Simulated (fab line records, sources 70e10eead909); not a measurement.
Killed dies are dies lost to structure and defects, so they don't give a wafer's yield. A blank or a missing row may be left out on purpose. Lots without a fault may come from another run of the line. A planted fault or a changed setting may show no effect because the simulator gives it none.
One fault seen from 2 desks | flow nand_harc | each desk has only its own numbers; what lay behind them comes last

THE METROLOGY DESK
What the gauges read, lot by lot, whatever tool the lot ran on: means of the sampled wafers that have a number. A lot is out of limits, marked OUT, if its mean lies more than 4 standard deviations from the usual mean; the brackets give that distance.
Columns: A = cd_nm at NHARC_P_BONDPAD_CD_MEAS_09, usual 499.7 nm; B = overlay_x_nm at NHARC_P_BONDPAD_OVL_MEAS_38, usual -1 nm; C = overlay_y_nm at NHARC_P_BONDPAD_OVL_MEAS_38, usual 0 nm; D = cd_nm at NHARC_P_BONDPAD_CD_MEAS_13, usual 499.3 nm
lot  | first seen here | A     | B  | C   | D
L628 | day 7 17:55     | 499.8 | -7 | -10 | 499.7
L629 | day 7 19:59     | 498.5 | 1  | -11 | 497.7
L640 | day 10 13:29    | 498.7 | 9  | 1   | 498.9
L642 | day 10 22:38    | 496.7 | -2 | 2   | 496.2
L645 | day 11 23:50    | 501.2 | 16 | -2  | 500.9
This desk's finding: nothing out of limits on any of the 5 lots.

THE TOOL OWNER'S DESK: pvd_sputter-02
The tool's own readings at NHARC_P_BONDPAD_PVD_17 (deposits TaN, target thk 5 nm, time 8.06 s): means of the sampled wafers that have a number, for each lot that ran on this tool. A lot is out of limits, marked OUT, if its mean lies more than 4 standard deviations from the usual mean; the brackets give that distance.
Columns: A = chamber_pressure_pa at NHARC_P_BONDPAD_PVD_17, usual 0.11996 Pa; B = throttle_valve_pct at NHARC_P_BONDPAD_PVD_17, usual 30.2 %
lot  | first seen here | A       | B
L628 | day 7 19:10     | 0.11997 | 30.1
L629 | day 7 21:16     | 0.11978 | 29.8
This desk's finding: nothing out of limits on any of the 2 lots.

PUT TOGETHER
The metrology desk saw nothing out of limits.
The tool owner's desk saw nothing out of limits.

WHAT THE SIMULATOR HAD PUT IN
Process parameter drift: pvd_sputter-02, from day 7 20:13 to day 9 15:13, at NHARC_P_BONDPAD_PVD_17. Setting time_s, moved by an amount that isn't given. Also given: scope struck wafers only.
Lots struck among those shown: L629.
